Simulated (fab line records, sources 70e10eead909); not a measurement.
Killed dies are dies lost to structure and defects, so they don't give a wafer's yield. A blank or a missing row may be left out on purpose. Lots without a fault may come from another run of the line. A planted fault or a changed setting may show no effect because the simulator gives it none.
Chamber matching | flow nand_harc | NHARC_A_STAIRCASE_CMP_152 on cmp-01: 4 sister chambers
The step polishes. 4 wafers are shown with their chamber, then 12 later ones without.

WAFERS WITH THEIR CHAMBER
wafer  | chamber | motor_current_A (A)
L088.4 | 2       | 12.7
L088.2 | 3       | 13.4
L088.5 | 0       | 10.8
L088.6 | 1       | 12.2

WAFERS WITHOUT THEIR CHAMBER
wafer  | motor_current_A (A)
L092.1 | 12.0
L092.5 | 13.4
L092.6 | 13.2
L094.1 | 13.1
L094.2 | 13.5
L094.5 | 12.4
L097.1 | 13.5
L097.3 | 12.6
L097.6 | 12.3
L096.3 | 11.2
L096.5 | 13.7
L096.6 | 12.6

WHICH CHAMBER EACH WENT THROUGH
wafer  | from the rows above     | in truth
L092.1 | 1                       | 1
L092.5 | 3                       | 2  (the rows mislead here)
L092.6 | can't be placed: 3 or 2 | 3
L094.1 | can't be placed: 3 or 2 | 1
L094.2 | 3                       | 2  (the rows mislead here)
L094.5 | can't be placed: 1 or 2 | 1
L097.1 | 3                       | 3
L097.3 | can't be placed: 2 or 1 | 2
L097.6 | can't be placed: 1 or 2 | 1
L096.3 | 0                       | 0
L096.5 | 3                       | 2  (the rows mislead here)
L096.6 | can't be placed: 2 or 1 | 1
Placed correctly: 3 of 12. Can't be placed from these rows: 6 (the true chamber is among the candidates in 5). Placed wrongly: 3.
How it was worked out, from the rows above alone: a wafer's distance from a chamber is the root of the sum, over the readings, of the square of ((its reading less the chamber's mean) divided by the reading's scatter). The wafer belongs to the nearest chamber; if the next one is less than 2 further off, it can't be placed. A chamber's mean is the mean of its shown wafers. The scatter: with one shown wafer a chamber, the root of the mean of the squares of how far each hidden wafer lies from its nearest shown one.
